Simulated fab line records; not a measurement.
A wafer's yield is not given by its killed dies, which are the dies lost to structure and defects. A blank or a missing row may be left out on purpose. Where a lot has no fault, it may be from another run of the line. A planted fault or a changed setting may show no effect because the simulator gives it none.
fab line records ; flow n5Finfet
record: lots: 5; wafers: 14; lastDay: 16
route steps=1938 shown BEOL_M10@1532 BEOL_M11@1536 PASSIVATION@1936
lots that met no fault: taken from a fault-free run of the same line
startH: hours from the record's opening day to when the first of the lot's shown wafers began ; waitH: hours since the lot's step before ; " identical to the entry in the row above ; L1.1+2: a single row standing in for several wafers ; - value missing, or start not given ; * or withheld: withheld ; < > ~ a bound
route shown NAME@n: a module of which the file shows steps, and the number in the route of the first ; usual: average and standard deviation across the fault-free wafers ; same: alike in all rows ; chamber/n: place in a boat ; sites: per-site readings ; _std_site: how widely they spread, as a standard deviation ; _edge_site: mean of outer sites minus mean of inner sites ; radiusMm: for every site, how far away it sits from the centre of the wafer ; mask NAME#n: copy n ; behind: the last tool/chamber to shape the wafer ; hold: reason for holding the lot/hours on hold/outcome of the hold ; device: whichever transistor did not switch (one of n, p or np) ; end of line: tests run on the same wafers once the route is complete ; a step given without rows: its recipe and nothing more ; killed: the dies lost at the first sort to structure and to defects; this is not the yield of the wafer ; map: a wafer's dies, x killed, . not, _ none there
set.NAME: setting as actually run; set.NAME@STEP: the setting as run at that earlier step ; model.NAME: the simulator's own value behind a step, which no gauge read
lots at some steps of the route; a table a step, a row a wafer
services: a tool's chamber out of use, with start hour (startH, from the record's first day; less than 0 if before it), hours out, and reason
== steps ==
step: N5_BEOL_M10_PRE_CLEAN_55
recipe: gas: NH3; timeS: 15; tempC: withheld; rfPowerW: 300
step: N5_BEOL_M10_DEP_56
recipe: material: SiCN; targetThkA: 150; tempC: withheld; precursor: 3MS/NH3; pressureTorr: 3; rfW: 202; timeS: 26.5
step: N5_BEOL_M11_ILD_DEP_00
recipe: material: SiCOH_lowk; targetThkA: 3085.1; tempC: 300; precursor: DEMS/porogen; pressureTorr: 5; rfW: 500; timeS: 58
step: N5_BEOL_M11_CURE_71
recipe: tempC: 385; timeS: 240; ambient: He/Ar; material: SiCOH_lowk
step: N5_BEOL_M11_PECVD_70
recipe: material: SiO2; targetThkA: 200; tempC: 400; precursor: TEOS/O2; pressureTorr: 5.5; rfW: 450; teosFlowSccm: 53.8; gas: O2; flowSccm: 3000; timeS: 22.7
step: N5_BEOL_M11_HM_DEP_02
recipe: material: TiN; targetThkA: 200; tempC: 25; chamberPressurePa: 0.49996
step: N5_BEOL_M11_COAT_59
recipe: resist: SOC; tempC: 250; timeS: 60; spinRpm: 1500; resistThkNm: 100
step: N5_BEOL_M11_COAT_60
recipe: resist: SiARC; tempC: 220; timeS: 60; spinRpm: 1500; resistThkNm: 30
step: N5_BEOL_M11_COAT_05
recipe: resist: CAR-ArF; spinRpm: 1500; resistThkNm: 90
usual: exhaustPa: 45.0/0.88; spinSpeedRpm: 1499.9/0.97
lot.wafer;tool;chamber;startH;waitH;exhaustPa;spinSpeedRpm;model.CAR-ArF_of_BEOL_M11_COAT_05.thkNm
L213.1;lithoTrack-02;0;245.85;-;44.5;1500.5;90.4
L213.2;lithoTrack-02;0;245.85;-;45.8;1499.3;90.6
L221.1;lithoTrack-02;0;278.47;-;45.3;1390.2;94
L221.3;lithoTrack-02;0;278.47;-;46.4;1389.4;93.8
L221.6;lithoTrack-02;0;278.47;-;46.4;1390.3;94
L225.4;lithoTrack-02;0;300.33;-;44.7;1390.7;94.2
L225.5;lithoTrack-02;0;300.33;-;44.7;1390.3;94.2
L225.6;lithoTrack-02;0;300.33;-;44.7;1389.4;94.4
L226.2;lithoTrack-02;0;317.96;-;46.1;1392.1;94
L226.4;lithoTrack-02;0;317.96;-;45.8;1389.1;94
L226.6;lithoTrack-02;0;317.96;-;46.3;1389.9;94
L232.1;lithoTrack-01;0;350.18;-;44.9;1501.5;89.6
L232.2;lithoTrack-01;0;350.18;-;45.8;1501.9;89.8
L232.3;lithoTrack-01;0;350.18;-;45.5;1500.3;90
step: N5_BEOL_M11_EBR_07
recipe: solvent: PGMEA; ebrWidthMm: 1.5
step: N5_BEOL_M11_SOFTBAKE_06
recipe: tempC: 110; timeS: 60; resist: CAR-ArF
step: N5_BEOL_M11_EXPOSE_08
recipe: maskId: M11; na: 1.35; sourceShape: dipole; sigmaInner: 0.411; sigmaOuter: 0.611; polarization: te; doseMj: 53.75
step: N5_BEOL_M11_PEB_09
recipe: pebTempC: withheld; pebTimeS: 60; resist: CAR-ArF
step: N5_BEOL_M11_DEVELOP_10
recipe: developTimeS: 30; developer: TMAH; resist: CAR-ArF; rinseLiquid: diw; dry: airSpin; devTempC: 23
step: N5_BEOL_M11_DESCUM_16
recipe: chemistry: O2; timeS: 7.9; sourcePowerW: 50; biasPowerW: 20; pressureMtorr: 20; rfFrequencyHz: 2.712e+07; tempC: 40; resist: CAR-ArF; o2FlowSccm: 225
step: N5_BEOL_M11_ETCH_61
recipe: chemistry: CF4; target: SiARC; targetDepthA: 390; maskMaterial: CAR-ArF; timeS: 65; ionEnergyEv: 80; pressureMtorr: 40; sourceW: 545; biasW: 36; Ar_flow_sccm: 100; cf4FlowSccm: 100; ends: cleared
usual: drypumpMotorCurrentA: 5.6/0.5; etchRfOnTimeS: 66.3/1.4; oesProductAu: 0.68/0.072; rfVppV: 183.9/1.6; showerheadPlenumPTorr: 2.14/0.098; throttleValvePct: 15.64/0.25
lot.wafer;tool;chamber;startH;waitH;drypumpMotorCurrentA;etchRfOnTimeS;oesProductAu;rfHoursCounterH;rfVppV;showerheadPlenumPTorr;throttleValvePct;model.CAR-ArF_of_BEOL_M11_COAT_05.thkNm
L213.1;rieDiel-02;0;246.33;0.0;5.7;65.5;0.63;160;181.5;1.99;15.97;56
L213.2;rieDiel-02;2;246.33;0.0;5.7;66.1;0.70;96;182.3;2.07;15.55;56
L221.1;rieDiel-02;2;278.83;0.0;5.6;67.1;0.67;107;184.0;2.06;15.59;59.4
L221.3;rieDiel-02;0;278.83;0.0;5.7;67.6;0.61;172;183.5;1.99;15.99;59.2
L221.6;rieDiel-02;0;278.83;0.0;5.7;67.5;0.61;-;182.5;1.99;15.99;59.4
L225.4;rieDiel-06;2;300.73;0.0;4.8;67.5;0.81;-;183.4;2.12;15.49;59.6
L225.5;rieDiel-06;1;300.73;0.0;5.4;63.3;0.66;-;185.8;2.25;15.65;59.2
L225.6;rieDiel-06;2;300.73;0.0;4.7;68.4;0.80;-;183.4;2.12;15.50;59.6
L226.2;rieDiel-03;2;318.32;0.0;5.3;67.2;0.67;97;183.6;2.06;15.69;59.4
L226.4;rieDiel-03;0;318.32;0.0;5.9;67.2;0.57;230;186.2;2.21;15.74;59.2
L226.6;rieDiel-03;1;318.32;0.0;5.0;66.1;0.69;-;185.8;2.25;15.41;59.4
L232.1;rieDiel-03;1;350.67;0.0;5.0;66.8;0.69;91;184.8;2.25;15.43;55
L232.2;rieDiel-03;2;350.67;0.0;5.3;66.2;0.67;105;184.0;2.06;15.71;55.4
L232.3;rieDiel-03;0;350.67;0.0;5.9;66.1;0.57;240;185.9;2.21;15.74;55.6
step: N5_BEOL_M11_ETCH_62
recipe: chemistry: N2/H2; target: SOC; targetDepthA: 1100; overetchA: 220; maskMaterial: SiARC; tempC: 40; timeS: 165; ionEnergyEv: 200; pressureMtorr: 30; sourceW: 840; biasW: 150; n2FlowSccm: 200; h2FlowSccm: 200
step: N5_PASSIVATION_PROBE_49
usual: defectLimitedYield: 91.2/1.4; killed_at_M0_to_M3: 32/9.3; killed_at_M4_up: 14/4.9; killedAtContacts: 15/7.5; killedAtFrontEnd: 40/11; killedAtOther: 4/3.3; killedDies: 104/17; killedOpen: 68/14; killedShort: 33/7.9; sort_bin_4_leakage: 0/0; sort_bin_5_function: 5.2/0.99; sort_bin_6_memory: 3.2/0.65; sortNPass: 1076/17; sortYieldPct: 91.1/1.5
same: grossDies: 1180; killedAtBackSide: 0; sort_bin_8_speed[%]: 0
lot.wafer;tool;chamber;startH;waitH;defectLimitedYield[%];killed_at_M0_to_M3;killed_at_M4_up;killedAtContacts;killedAtFrontEnd;killedAtOther;killedDies;killedOpen;killedShort;sort_bin_4_leakage[%];sort_bin_5_function[%];sort_bin_6_memory[%];sortNPass;sortYieldPct[%]
L213.1;prober-02;-;287.81;0.0;92.0;31;11;30;21;1;94;58;35;0;4.8;3.0;1086;92.0
L213.2;prober-02;-;287.86;0.1;89.7;52;8;29;29;4;122;70;37;0;5.8;3.7;1058;89.7
L225.4;prober-01;-;344.06;0.2;89.9;22;8;4;83;2;119;55;15;0.08;6.8;3.1;1060;89.8
L225.5;prober-01;-;344.11;0.2;91.2;20;7;6;36;35;104;48;22;0;6.4;2.0;1076;91.2
L225.6;prober-01;-;344.16;0.3;92.8;22;7;16;38;2;85;52;31;0;4.4;2.5;1095;92.8
L226.2;prober-02;-;363.30;0.1;89.6;41;17;13;42;10;123;81;35;0;5.7;4.4;1057;89.6
L226.4;prober-02;-;363.40;0.2;91.8;28;15;13;40;1;97;65;30;0;5.0;2.8;1083;91.8
L226.6;prober-02;-;363.50;0.3;91.4;30;5;20;36;11;102;49;45;0;5.2;3.0;1078;91.4
killed by level:class
L213.1 MOL_CONTACT_COAG:geometricParticle:open=25 BEOL_M0_SAQP:geometricParticle:short=9 MOL_CONTACT_COAG:geometricParticle:short=5 BEOL_M5:geometricParticle:open=5 BEOL_M1:geometricParticle:open=4 BEOL_M0_SAQP:geometricParticle:open=4 BEOL_M2:geometricParticle:open=4 BEOL_M3:geometricParticle:short=4
L213.2 MOL_CONTACT_COAG:geometricParticle:open=16 BEOL_M0_SAQP:geometricParticle:open=15 BEOL_M0_SAQP:geometricParticle:short=13 MOL_CONTACT_COAG:areaEtch=9 BEOL_M1:geometricParticle:open=8 FIN_SAQP:geometricParticle:open=6 BEOL_M2:geometricParticle:open=6 HKMG_FIN:areaEtch=6
L225.4 FIN_CUT:areaEtch=47 FIN_SAQP:geometricParticle:open=9 STI_FIN_REVEAL:geometricParticle:open=8 BEOL_M3:geometricParticle:open=7 DUMMY_GATE:geometricParticle:open=5 BEOL_M2:geometricParticle:open=4 BEOL_M1:geometricParticle:open=4 BEOL_M8:geometricParticle:open=3
L225.5 PASSIVATION:areaEtch=31 FIN_SAQP:geometricParticle:open=10 STI_FIN_REVEAL:geometricParticle:open=8 FIN_SAQP:geometricParticle:short=6 MOL_CONTACT_COAG:geometricParticle:open=5 BEOL_M0_SAQP:geometricParticle:short=5 BEOL_M2:geometricParticle:open=4 BEOL_M0_SAQP:geometricParticle:open=4
L225.6 MOL_CONTACT_COAG:geometricParticle:open=15 BEOL_M0_SAQP:geometricParticle:short=11 FIN_SAQP:geometricParticle:open=10 FIN_SAQP:geometricParticle:short=5 BEOL_M0_SAQP:geometricParticle:open=5 STARTING-WAFER:geometricParticle:open=5 STI_FIN_REVEAL:geometricParticle:open=4 BEOL_M8:geometricParticle:open=4
L226.2 STI_FIN_REVEAL:geometricParticle:open=13 MOL_CONTACT_COAG:geometricParticle:open=11 BEOL_M3:geometricParticle:open=11 BEOL_M4:geometricParticle:open=11 BEOL_M0_SAQP:geometricParticle:short=8 BEOL_M0_SAQP:geometricParticle:open=8 FIN_SAQP:geometricParticle:open=5 FIN_SAQP:geometricParticle:short=5
L226.4 MOL_CONTACT_COAG:geometricParticle:open=11 FIN_SAQP:geometricParticle:open=10 BEOL_M0_SAQP:geometricParticle:short=10 BEOL_M4:geometricParticle:open=9 BEOL_M0_SAQP:geometricParticle:open=7 STARTING-WAFER:geometricParticle:open=7 GATE_CUT:geometricParticle:short=6 DUMMY_GATE:geometricParticle:open=5
L226.6 MOL_CONTACT_COAG:geometricParticle:open=13 FIN_SAQP:geometricParticle:short=9 MOL_CONTACT_COAG:geometricParticle:short=7 BEOL_M0_SAQP:geometricParticle:short=7 BEOL_M2:geometricParticle:open=7 PASSIVATION:areaEtch=6 FIN_SAQP:geometricParticle:open=5 STI_FIN_REVEAL:geometricParticle:short=5
== services ==
tool;chamber;startH;hours;kind
rieDiel-02;1;245.26;-;clean
rieDiel-02;1;245.26;-;consumableReplace:focusRing
rieDiel-02;1;245.26;17.8;scheduledDown
rieDiel-02;1;245.26;17.8;ventCycle
rieDiel-03;3;257.80;-;clean
rieDiel-03;3;257.80;-;consumableReplace:focusRing
rieDiel-03;3;257.80;-;consumableReplace:showerhead
rieDiel-06;2;262.16;-;clean
rieDiel-06;2;262.16;-;consumableReplace:focusRing
rieDiel-06;2;262.16;25.1;scheduledDown
rieDiel-06;2;262.16;25.1;ventCycle
rieDiel-03;0;274.83;3.8;repair
rieDiel-06;3;276.39;6.5;repair
rieDiel-02;3;277.39;11.6;repair
rieDiel-06;0;287.31;-;clean
rieDiel-06;0;287.31;-;consumableReplace:focusRing
rieDiel-06;0;287.31;-;consumableReplace:showerhead
rieDiel-06;0;287.31;19.2;scheduledDown
rieDiel-06;3;289.56;18.8;repair
rieDiel-02;3;297.64;18.1;repair
rieDiel-02;1;303.65;4.8;repair
rieDiel-06;1;313.27;20.2;repair
rieDiel-02;0;320.60;12.9;repair
rieDiel-03;2;336.02;2.5;repair
== key ==
firstSign: step: N5_BEOL_M11_COAT_05; reading: spinSpeedRpm; direction: down; sigmas: 99+; usual: *; struck: *
effect none on later readings
modelEffect: step: N5_BEOL_M11_COAT_05; value: CAR-ArF_of_BEOL_M11_COAT_05.thkNm; without: 90.53; struck: 94.07
modelEffect: step: N5_BEOL_M11_ETCH_61; value: CAR-ArF_of_BEOL_M11_COAT_05.thkNm; without: 55.89; struck: 59.38
metAt N5_BEOL_M11_COAT_05
struckWafers L221.1,L221.3,L221.6,L225.4,L225.5,L225.6,L226.2,L226.4,L226.6
baselineLoss: step: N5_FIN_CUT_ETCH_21; wafers: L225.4
baselineLoss: step: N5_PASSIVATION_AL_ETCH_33; wafers: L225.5
onsetBetween 245.85 278.47
fault: kind: processParameterDrift; tool: lithoTrack-02; chamber: -; onsetH: 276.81; steps: N5_BEOL_M11_COAT_05; channel: spinRpm; offset: *; shape: step; endH: 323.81; actsIn: *; stated: *
baselineLoss: these wafers lose ten dies or more at that step, a loss of the line's own and not of a fault; the sort's usual values leave them out
